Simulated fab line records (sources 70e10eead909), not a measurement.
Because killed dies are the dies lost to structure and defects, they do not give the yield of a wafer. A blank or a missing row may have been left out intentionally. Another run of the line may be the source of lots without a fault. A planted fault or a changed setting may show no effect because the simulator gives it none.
Chamber matching	flow nand harc	4 sister chambers for NHARC_P_BONDPAD_STRIP_15 on rie diel-05
The step strips in O2. 4 wafers are shown with their chamber, then 8 later ones without.

## WAFERS, EACH WITH ITS CHAMBER
wafer	chamber	showerhead plenum p Torr (Torr)
L087.1	1	3.36
L090.1	2	3.64
L090.3	0	3.73
L089.3	3	3.40

## WAFERS WITHOUT THEIR CHAMBER
wafer	showerhead plenum p Torr (Torr)
L089.5	3.73
L089.6	3.35
L092.1	3.35
L092.2	3.73
L092.5	3.73
L097.1	3.64
L097.2	3.73
L097.5	3.40

## EACH ONE'S CHAMBER
wafer	from the rows above	in truth
L089.5	0	0
L089.6	1	1
L092.1	1	1
L092.2	0	0
L092.5	0	0
L097.1	2	2
L097.2	0	0
L097.5	3	3
Correctly placed: 8 of 8. From these rows, 0 cannot be placed. Number placed wrongly: 0.
How it was worked out, from the rows above alone: a wafer's distance from a chamber is the root of the sum, over the readings, of the square of ((its reading less the chamber's mean) divided by the reading's scatter). The wafer belongs to the nearest chamber; if the next one is less than 2 further off, it can't be placed. Each chamber's mean is taken over the wafers shown for it. The scatter (one wafer shown for each chamber): square how far every hidden wafer sits from the nearest shown wafer, average those squares and take the square root.
